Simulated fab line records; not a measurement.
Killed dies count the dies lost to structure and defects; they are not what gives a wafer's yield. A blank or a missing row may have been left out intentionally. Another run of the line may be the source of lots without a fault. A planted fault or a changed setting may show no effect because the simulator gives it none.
fab line records ; flow n5_finfet ; part 2 of 2: steps 16 to 27 of 27
record: lots: 5; wafers: 15; last_day: 18
route steps=1938 shown DUMMY_GATE@236 SPACER0@258 SD_EPI_N@262
lots untouched by any fault: they come from a run of this same line in which no faults occurred
start_h: hours from the record's opening day to when the first of the lot's shown wafers began ; wait_h: how many hours have passed since the lot's step before this one ; " same as the row above ; L1.1+2: several wafers, shown together as one row ; - value missing, or start not given ; * or withheld: withheld ; < > ~ a bound
route shown NAME@n: NAME is a module with steps in the file, n the number in the route of the first one ; usual: mean/standard deviation of fault-free wafers ; same: alike in all rows ; chamber/n: place in a boat ; sites: each site's reading ; _std_site: standard deviation across them ; _edge_site: inner sites' mean taken away from outer sites' mean ; radius_mm: how far each site lies from the wafer's centre ; mask NAME#n: copy n ; behind: the most recent tool/chamber to have shaped the wafer ; hold: reason for holding the lot/hours on hold/outcome of the hold ; device: the n, p or np transistor that did not switch ; end of line: the same wafers' tests at the end of the route ; a step without rows: its recipe alone ; killed: count of dies lost to structure and defects at first sort (not the wafer's yield) ; map: shows each die of a wafer: x if killed, . if not, _ if none is there
set.NAME: setting as actually run; set.NAME@STEP: the setting as run at that earlier step ; model.NAME: the simulator's own value behind a step, which no gauge read
lots at selected steps of the route; one table per step, one row per wafer
services: a tool's chamber out of use, with start hour (start_h, from the record's first day; less than 0 if before it), hours out, and reason
== steps ==
step: N5_DUMMY_GATE_STRIP_48
recipe: chemistry: N2/H2; time_s: 20; power_w: 100; temp_c: 40; pressure_mtorr: 100; rf_frequency_hz: 6e+07; bias_power_w: 3; n2_flow_sccm: 300; h2_flow_sccm: 300
usual: drypump_motor_current_A: 5.7/0.39; oes_product_au: 0.78/0.092; rf_vpp_V: 45.3/0.83; showerhead_plenum_p_Torr: 3.44/0.13; throttle_valve_pct: 12.32/0.22
lot.wafer;tool;chamber;start_h;wait_h;drypump_motor_current_A;oes_product_au;rf_hours_counter_h;rf_vpp_V;showerhead_plenum_p_Torr;throttle_valve_pct
L079.1;rie_diel-02;0;77.48;0.0;5.7;0.76;145;46.4;3.56;12.65
L079.2;rie_diel-02;2;77.48;0.0;5.7;0.99;0;44.6;3.61;12.18
L079.6;rie_diel-02;1;77.48;0.0;5.8;0.74;-;46.1;3.38;12.12
L081.2;rie_diel-02;2;88.71;0.0;5.8;0.99;4;47.4;3.61;12.18
L081.3;rie_diel-02;1;88.71;0.0;5.8;0.75;147;44.7;3.38;12.12
L081.6;rie_diel-02;1;88.71;0.0;5.8;0.76;-;44.9;3.38;12.13
L087.1;rie_diel-02;2;126.89;0.0;5.7;0.95;15;44.9;3.60;12.22
L087.2;rie_diel-02;3;126.89;0.0;6.3;0.78;113;46.1;3.12;12.30
L087.4;rie_diel-02;1;126.89;0.0;5.8;0.73;158;44.7;3.37;12.15
L094.1;rie_diel-06;3;166.95;0.0;5.1;1.02;0;44.4;3.34;11.95
L094.3;rie_diel-06;2;166.95;0.0;6.2;0.69;207;45.2;3.49;12.24
L094.6;rie_diel-06;1;166.95;0.0;5.2;0.83;-;45.2;3.54;12.28
L096.1;rie_diel-06;2;179.37;0.0;6.2;0.69;211;45.7;3.48;12.25
L096.4;rie_diel-06;0;179.37;0.0;5.6;0.92;12;47.2;3.30;11.96
L096.6;rie_diel-06;0;179.37;0.0;5.5;0.92;-;45.0;3.30;11.94
step: N5_DUMMY_GATE_PRECLEAN_33
recipe: chemistry: dHF; time_s: 10; dilution: 750:1; temp_c: 25
lot.wafer;tool;chamber;start_h;wait_h
L079.1+2+6;wet_bench-06;0,2,5;77.57;0.1
L081.2+3+6;wet_bench-06;2,3,5;88.80;0.1
L087.1+2+4;wet_bench-01;0,1,3;126.97;0.1
L094.1+3+6;wet_bench-04;0,4,5;167.03;0.1
L096.1+4+6;wet_bench-06;7,3,2;179.45;0.1
step: N5_DUMMY_GATE_PRECLEAN_25
recipe: chemistry: O3/DIW; time_s: 45; temp_c: 22; o3_ppm: 10
lot.wafer;tool;chamber;start_h;wait_h
L079.1+2+6;wet_bench-06;0,2,5;77.57;0.0
L081.2+3+6;wet_bench-06;2,3,5;88.80;0.0
L087.1+2+4;wet_bench-01;0,1,3;126.98;0.0
L094.1+3+6;wet_bench-04;0,4,5;167.04;0.0
L096.1+4+6;wet_bench-06;7,3,2;179.46;0.0
step: N5_DUMMY_GATE_PRECLEAN_51
recipe: chemistry: SC2; time_s: 45; temp_c: 35; mix: 1:1:50
usual: bath_guard_temp_C: 35.1/0.59
lot.wafer;tool;chamber;start_h;wait_h;bath_guard_temp_C
L079.1;wet_bench-06;0;77.58;0.0;35.4
L079.2;wet_bench-06;2;77.58;0.0;36.0
L079.6;wet_bench-06;5;77.58;0.0;34.2
L081.2;wet_bench-06;2;88.81;0.0;35.8
L081.3;wet_bench-06;3;88.81;0.0;35.4
L081.6;wet_bench-06;5;88.81;0.0;33.8
L087.1;wet_bench-01;0;126.99;0.0;35.7
L087.2;wet_bench-01;1;126.99;0.0;35.5
L087.4;wet_bench-01;3;126.99;0.0;35.2
L094.1;wet_bench-04;0;167.05;0.0;34.9
L094.3;wet_bench-04;4;167.05;0.0;35.3
L094.6;wet_bench-04;5;167.05;0.0;35.1
L096.1;wet_bench-06;7;179.47;0.0;34.9
L096.4;wet_bench-06;3;179.47;0.0;35.8
L096.6;wet_bench-06;2;179.47;0.0;35.7
step: N5_DUMMY_GATE_SRD_26
recipe: dry: ipa_marangoni; time_s: 30; temp_c: 23; rinse_liquid: diw
lot.wafer;tool;chamber;start_h;wait_h
L079.1+2+6;wet_bench-06;0,2,5;77.60;0.0
L081.2+3+6;wet_bench-06;2,3,5;88.83;0.0
L087.1+2+4;wet_bench-01;0,1,3;127.00;0.0
L094.1+3+6;wet_bench-04;0,4,5;167.07;0.0
L096.1+4+6;wet_bench-06;7,3,2;179.48;0.0
step: N5_DUMMY_GATE_UV_OZONE_45
recipe: time_s: 120; pressure_torr: 760; temp_c: 25
lot.wafer;tool;chamber;start_h;wait_h
L079.1+2+6;wet_bench-06;0,2,5;77.61;0.0
L081.2+3+6;wet_bench-06;2,3,5;88.84;0.0
L087.1+2+4;wet_bench-01;0,1,3;127.02;0.0
L094.1+3+6;wet_bench-04;0,4,5;167.08;0.0
L096.1+4+6;wet_bench-06;7,3,2;179.50;0.0
step: N5_DUMMY_GATE_INSPECT_27
recipe: inspect_instrument: brightfield; mode: aei
usual: raw_defect_count: 311/80
lot.wafer;tool;chamber;start_h;wait_h;raw_defect_count
L079.1;defect_inspect-02;-;77.67;0.0;346
L079.2;defect_inspect-02;-;77.67;0.0;390
L079.6;defect_inspect-02;-;77.67;0.0;402
L081.2;defect_inspect-02;-;88.90;0.0;283
L081.3;defect_inspect-02;-;88.90;0.0;179
L081.6;defect_inspect-02;-;88.90;0.0;243
L087.1;defect_inspect-01;-;127.08;0.0;362
L087.2;defect_inspect-01;-;127.08;0.0;336
L087.4;defect_inspect-01;-;127.08;0.0;278
L094.1;defect_inspect-02;-;167.14;0.0;473
L094.3;defect_inspect-02;-;167.14;0.0;489
L094.6;defect_inspect-02;-;167.14;0.0;503
L096.1;defect_inspect-01;-;179.56;0.0;316
L096.4;defect_inspect-01;-;179.56;0.0;383
L096.6;defect_inspect-01;-;179.56;0.0;319
step: N5_SPACER0_ALD_07
recipe: material: SiNx; target_thk_a: 20; temp_c: 400; ald_precursor_family: SiH2I2; ald_co_reactant: N2/H2-plasma; pressure_torr: 2
usual: heater_power_outer_w: 546/75; heater_power_w: 884/99
lot.wafer;tool;chamber;start_h;wait_h;heater_power_outer_w;heater_power_w
L079.1;ald_sin-02;3;77.71;0.0;569;802
L079.2;ald_sin-02;2;77.71;0.0;506;863
L079.6;ald_sin-02;0;77.71;0.0;415;747
L081.2;ald_sin-02;0;89.35;0.5;420;750
L081.3;ald_sin-02;1;89.35;0.5;587;857
L081.6;ald_sin-02;3;89.35;0.5;587;800
L087.1;ald_sin-03;1;127.11;0.0;702;1080
L087.2;ald_sin-03;3;127.11;0.0;551;854
L087.4;ald_sin-03;2;127.11;0.0;595;992
L094.1;ald_sin-03;1;167.18;0.0;717;1099
L094.3;ald_sin-03;3;167.18;0.0;548;834
L094.6;ald_sin-03;0;167.18;0.0;579;943
L096.1;ald_sin-01;0;179.59;0.0;555;929
L096.4;ald_sin-01;1;179.59;0.0;471;824
L096.6;ald_sin-01;2;179.59;0.0;468;772
step: N5_SPACER0_ALD_00
recipe: material: SiOCN; target_thk_a: 35; temp_c: 400; ald_precursor_family: alkyl-aminosilane; ald_co_reactant: O2/N2-plasma; pulse_time_s: 3; purge_time_s: 2; co_reactant_purge_time_s: 2; ald_cycles: 58; pressure_torr: 2
usual: heater_power_outer_w: 548/74; heater_power_w: 882/100; precursor_pulse_height_rel: 1.002/0.019
same: co_reactant_purge_time_s: 2
lot.wafer;tool;chamber;start_h;wait_h;heater_power_outer_w;heater_power_w;precursor_pulse_height_rel
L079.1;ald_sin-02;3;77.86;0.1;569;819;1.001
L079.2;ald_sin-02;2;77.86;0.1;512;866;0.998
L079.6;ald_sin-02;0;77.86;0.1;435;723;1.036
L081.2;ald_sin-02;0;89.51;0.1;425;740;1.026
L081.3;ald_sin-02;1;89.51;0.1;583;868;0.987
L081.6;ald_sin-02;3;89.51;0.1;567;806;1.033
L087.1;ald_sin-03;1;127.27;0.1;705;1082;0.994
L087.2;ald_sin-03;3;127.27;0.1;561;835;0.981
L087.4;ald_sin-03;2;127.27;0.1;606;1016;0.978
L094.1;ald_sin-03;1;167.33;0.1;711;1090;0.977
L094.3;ald_sin-03;3;167.33;0.1;558;852;0.997
L094.6;ald_sin-03;0;167.33;0.1;561;964;0.986
L096.1;ald_sin-01;0;179.74;0.1;561;949;1.001
L096.4;ald_sin-01;1;179.74;0.1;483;823;0.992
L096.6;ald_sin-01;2;179.74;0.1;475;752;0.987
step: N5_SPACER0_ALD_08
recipe: material: SiNx; target_thk_a: 20; temp_c: 400; ald_precursor_family: SiH2I2; ald_co_reactant: N2/H2-plasma; pressure_torr: 2
usual: heater_power_outer_w: 547/75; heater_power_w: 884/100
lot.wafer;tool;chamber;start_h;wait_h;heater_power_outer_w;heater_power_w
L079.1;ald_sin-02;3;78.12;0.1;570;797
L079.2;ald_sin-02;2;78.12;0.1;515;886
L079.6;ald_sin-02;0;78.12;0.1;417;732
L081.2;ald_sin-02;0;89.76;0.1;411;729
L081.3;ald_sin-02;1;89.76;0.1;593;872
L081.6;ald_sin-02;3;89.76;0.1;569;777
L087.1;ald_sin-03;1;127.52;0.1;704;1075
L087.2;ald_sin-03;3;127.52;0.1;552;847
L087.4;ald_sin-03;2;127.52;0.1;585;996
L094.1;ald_sin-03;1;167.59;0.1;702;1082
L094.3;ald_sin-03;3;167.59;0.1;568;825
L094.6;ald_sin-03;0;167.59;0.1;569;952
L096.1;ald_sin-01;0;180.00;0.1;562;937
L096.4;ald_sin-01;1;180.00;0.1;466;837
L096.6;ald_sin-01;2;180.00;0.1;465;768
step: N5_SPACER0_INSPECT_04
recipe: inspect_instrument: darkfield; mode: post_dep
usual: raw_defect_count: 138/32
lot.wafer;tool;chamber;start_h;wait_h;raw_defect_count
L079.1;defect_inspect-02;-;78.27;0.1;146
L079.2;defect_inspect-02;-;78.27;0.1;166
L079.6;defect_inspect-02;-;78.27;0.1;166
L081.2;defect_inspect-01;-;89.92;0.1;122
L081.3;defect_inspect-01;-;89.92;0.1;64
L081.6;defect_inspect-01;-;89.92;0.1;117
L087.1;defect_inspect-01;-;127.68;0.1;190
L087.2;defect_inspect-01;-;127.68;0.1;150
L087.4;defect_inspect-01;-;127.68;0.1;133
L094.1;defect_inspect-01;-;167.75;0.1;153
L094.3;defect_inspect-01;-;167.75;0.1;187
L094.6;defect_inspect-01;-;167.75;0.1;181
L096.1;defect_inspect-02;-;180.16;0.1;129
L096.4;defect_inspect-02;-;180.16;0.1;182
L096.6;defect_inspect-02;-;180.16;0.1;132
step: N5_SD_EPI_N_COAT_32
recipe: resist: SOC; temp_c: 250; time_s: 60; spin_rpm: 1500; resist_thk_nm: 350
usual: resist_line_temp_C: 23.00/0.1
lot.wafer;tool;chamber;start_h;wait_h;resist_line_temp_C
L079.1;litho_track-02;0;78.30;0.0;22.96
L079.2;litho_track-02;0;78.30;0.0;23.15
L079.6;litho_track-02;0;78.30;0.0;23.00
L081.2;litho_track-05;0;89.95;0.0;23.02
L081.3;litho_track-05;0;89.95;0.0;23.01
L081.6;litho_track-05;0;89.95;0.0;23.07
L087.1;litho_track-04;0;127.71;0.0;23.07
L087.2;litho_track-04;0;127.71;0.0;23.06
L087.4;litho_track-04;0;127.71;0.0;23.10
L094.1;litho_track-04;0;167.78;0.0;23.00
L094.3;litho_track-04;0;167.78;0.0;23.02
L094.6;litho_track-04;0;167.78;0.0;23.06
L096.1;litho_track-05;0;180.19;0.0;23.11
L096.4;litho_track-05;0;180.19;0.0;22.94
L096.6;litho_track-05;0;180.19;0.0;23.08
== services ==
tool;chamber;start_h;hours;kind
ald_sin-02;3;56.29;1.7;repair
ald_sin-03;-;56.38;1.0;repair
rie_si-04;3;60.45;3.7;repair
wet_bench-06;-;62.26;2.9;repair
rie_diel-06;3;62.83;13.2;repair
rie_si-04;2;77.20;14.7;repair
rie_diel-01;1;109.26;19.6;repair
wet_bench-01;-;117.52;1.4;repair
rie_si-03;-;119.28;4.0;pm
rie_diel-01;0;121.21;7.5;repair
rie_diel-06;0;123.19;-;clean
rie_diel-06;0;123.19;-;consumable_replace:focus_ring
rie_diel-06;0;123.19;19.6;scheduled_down
rie_diel-06;0;123.19;19.6;vent_cycle
rie_diel-01;3;148.32;7.9;repair
rie_diel-06;3;154.22;-;clean
rie_diel-01;3;156.65;-;clean
rie_diel-01;3;156.65;-;consumable_replace:focus_ring
rie_diel-01;3;156.65;21.4;scheduled_down
rie_diel-01;3;156.65;21.4;vent_cycle
ald_sin-02;-;161.48;2.8;pm
rie_si-03;-;162.93;1.1;repair
rie_si-03;3;167.68;11.3;repair
ald_sin-02;-;176.75;14.0;pm
